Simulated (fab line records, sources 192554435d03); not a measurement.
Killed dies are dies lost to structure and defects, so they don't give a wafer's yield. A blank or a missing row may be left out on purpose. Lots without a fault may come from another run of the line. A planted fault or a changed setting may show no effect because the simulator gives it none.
Which tool did it? | flow n5_finfet | 11 lots, 31 wafers sampled, at 4 steps of a route of 1938

WHAT THE GAUGES READ, wafer by wafer
N5_BEOL_M5_INSPECT_13: inspects for defects (brightfield).
lot  | measured     | on                | raw_defect_count
L124 | day 8 23:53  | defect_inspect-01 | 204 327 451
L125 | day 9 02:53  | defect_inspect-01 | 241 328 273
L128 | day 9 05:38  | defect_inspect-02 | 261 281 315
L131 | day 9 20:05  | defect_inspect-02 | 587 329 362
L129 | day 10 03:35 | defect_inspect-01 | 249 309 358
L136 | day 11 13:29 | defect_inspect-01 | 373 372 325
L142 | day 12 07:49 | defect_inspect-02 | 381 468 432
L139 | day 12 08:15 | defect_inspect-01 | 567 523 460
L137 | day 12 08:37 | defect_inspect-02 | 312 364 364
L141 | day 12 17:02 | defect_inspect-02 | 348 332
L146 | day 15 07:58 | defect_inspect-02 | 384 345

N5_BEOL_M5_CD_MEAS_18: pitch 56 nm, target cd 28 nm.
lot  | measured     | on        | cd_nm (nm)
L124 | day 9 00:21  | cd_sem-03 | 27.8 28.2 28.4
L125 | day 9 03:23  | cd_sem-01 | 27.1 27.3 27.3
L128 | day 9 06:07  | cd_sem-02 | 28.0 27.5 27.0
L131 | day 9 20:41  | cd_sem-03 | 27.4 27.5 27.9
L129 | day 10 04:03 | cd_sem-03 | 27.2 28.3 27.6
L136 | day 11 13:56 | cd_sem-02 | 27.6 28.1 27.9
L142 | day 12 08:35 | cd_sem-01 | 27.6 27.8 27.7
L139 | day 12 08:43 | cd_sem-03 | 27.1 26.7 26.7
L137 | day 12 09:19 | cd_sem-01 | 27.8 27.7 28.0
L141 | day 12 17:29 | cd_sem-02 | 28.2 27.6
L146 | day 15 08:26 | cd_sem-02 | 28.1 28.6

WHICH TOOL RAN EACH LOT (tool, then ch and the chambers of the sampled wafers, then the start)
lot  | N5_BEOL_M5_DESCUM_16               | N5_BEOL_M5_ETCH_61
L124 | rie_diel-05 ch 0,1,3, day 8 23:55  | rie_diel-05 ch 0,1,3, day 8 23:58
L125 | rie_diel-04 ch 0,1,3, day 9 02:57  | rie_diel-04 ch 0,1,3, day 9 03:00
L128 | rie_diel-05 ch 0,1,2, day 9 05:41  | rie_diel-05 ch 0,1,2, day 9 05:44
L131 | rie_diel-04 ch 0,1,3, day 9 20:16  | rie_diel-04 ch 0,1,3, day 9 20:19
L129 | rie_diel-02 ch 0,3, day 10 03:37   | rie_diel-02 ch 0,3, day 10 03:40
L136 | rie_diel-02 ch 0,1,3, day 11 13:31 | rie_diel-02 ch 0,1,3, day 11 13:34
L142 | rie_diel-05 ch 0,1,3, day 12 08:00 | rie_diel-05 ch 0,1,3, day 12 08:03
L139 | rie_diel-04 ch 1,3, day 12 08:17   | rie_diel-04 ch 1,3, day 12 08:20
L137 | rie_diel-02 ch 0,2, day 12 08:38   | rie_diel-02 ch 0,2, day 12 08:41
L141 | rie_diel-04 ch 1,2, day 12 17:04   | rie_diel-04 ch 1,2, day 12 17:07
L146 | rie_diel-05 ch 1,2, day 15 08:01   | rie_diel-05 ch 1,2, day 15 08:03
- N5_BEOL_M5_DESCUM_16: chemistry O2, time 7 s.
- N5_BEOL_M5_ETCH_61: etches SiARC in CF4, target depth 15.6 nm, time 26 s.

WHAT THE TOOLS THEMSELVES READ (means of the sampled wafers that have a number; where no wafer has one, the mark that the record gives instead)
N5_BEOL_M5_DESCUM_16.
lot  | tool        | drypump_motor_current_A (A) | oes_product_au (a.u.) | rf_vpp_V (V) | showerhead_plenum_p_Torr (Torr) | temp_c (C) | throttle_valve_pct (%)
L124 | rie_diel-05 | 5.7                         | 0.70                  | 242.9        | 2.10                            | 39.89      | 20.7
L125 | rie_diel-04 | 5.5                         | 0.83                  | 243.4        | 2.12                            | 39.92      | 20.2
L128 | rie_diel-05 | 5.9                         | 0.77                  | 243.1        | 2.08                            | 39.93      | 20.4
L131 | rie_diel-04 | 5.5                         | 0.82                  | 243.8        | 2.12                            | 40.01      | 20.2
L129 | rie_diel-02 | 5.8                         | 0.78                  | 243.6        | 2.13                            | 40.01      | 20.5
L136 | rie_diel-02 | 5.8                         | 0.76                  | 244.4        | 2.15                            | 39.85      | 20.5
L142 | rie_diel-05 | 5.8                         | 0.77                  | 242.3        | 2.09                            | 39.89      | 20.6
L139 | rie_diel-04 | 5.8                         | 0.96                  | 244.1        | 2.20                            | 39.91      | 20.3
L137 | rie_diel-02 | 5.8                         | 0.87                  | 243.2        | 2.08                            | 40.03      | 20.6
L141 | rie_diel-04 | 5.6                         | 0.89                  | 243.1        | 2.19                            | 39.99      | 20.6
L146 | rie_diel-05 | 5.7                         | 0.91                  | 242.2        | 2.02                            | 40.03      | 20.1

N5_BEOL_M5_ETCH_61.
lot  | tool        | drypump_motor_current_A (A) | etch_rf_on_time_s (s) | oes_product_au (a.u.) | rf_vpp_V (V) | showerhead_plenum_p_Torr (Torr) | throttle_valve_pct (%)
L124 | rie_diel-05 | 5.8                         | 26.5                  | 0.59                  | 183.8        | 2.14                            | 15.84
L125 | rie_diel-04 | 5.5                         | 26.2                  | 0.71                  | 184.3        | 2.17                            | 15.37
L128 | rie_diel-05 | 5.9                         | 26.6                  | 0.66                  | 184.7        | 2.13                            | 15.60
L131 | rie_diel-04 | 5.5                         | 26.2                  | 0.70                  | 184.6        | 2.17                            | 15.38
L129 | rie_diel-02 | 5.8                         | 26.5                  | 0.65                  | 184.8        | 2.17                            | 15.68
L136 | rie_diel-02 | 5.7                         | 28.9                  | 0.62                  | 184.3        | 2.20                            | 15.70
L142 | rie_diel-05 | 5.7                         | 26.6                  | 0.65                  | 183.6        | 2.13                            | 15.72
L139 | rie_diel-04 | 5.8                         | 25.8                  | 0.82                  | 185.1        | 2.26                            | 15.42
L137 | rie_diel-02 | 5.8                         | 27.9                  | 0.72                  | 183.8        | 2.12                            | 15.70
L141 | rie_diel-04 | 5.6                         | 25.2                  | 0.77                  | 185.5        | 2.23                            | 15.57
L146 | rie_diel-05 | 5.6                         | 26.1                  | 0.77                  | 182.5        | 2.08                            | 15.29

THE ANSWER, worked out from the rows above alone
Rule: what is usual is taken from the lots themselves. Put in order of their means at a reading, lots are off if they are a third of the lots or fewer, leave a main group of 4 or more, and stand apart from it by a gap of 3 or more times the standard deviation of the main group's means; of several such gaps the widest counts. A main group whose means are all the same, to the digits that the tables above print for the reading, isn't used. A lot without any number at a reading at which 4 lots or more have one is off too. The other lots that the step has rows for count as sound. The gauges are gone through in route order, then the tools' own readings, and for those a lot's mean is taken as printed above. The first step at which some lot is off is used, and at that step the reading that is off furthest; a lot without a number counts as furthest.
Off: L136, L137, at N5_BEOL_M5_ETCH_61 (etch_rf_on_time_s). The main group: mean 26.2 s, standard deviation 0.43.
A tool fits if, at that step or a process step before it, it ran every lot that is off, and no sound lot after the first of them. One fits: rie_diel-02 at N5_BEOL_M5_DESCUM_16 and N5_BEOL_M5_ETCH_61. At N5_BEOL_M5_DESCUM_16 its last sound lot is L129 (day 10 03:37), its first lot that is off L136 (day 11 13:31): a fault that began between those two fits.

WHAT THE SIMULATOR HAD PUT IN
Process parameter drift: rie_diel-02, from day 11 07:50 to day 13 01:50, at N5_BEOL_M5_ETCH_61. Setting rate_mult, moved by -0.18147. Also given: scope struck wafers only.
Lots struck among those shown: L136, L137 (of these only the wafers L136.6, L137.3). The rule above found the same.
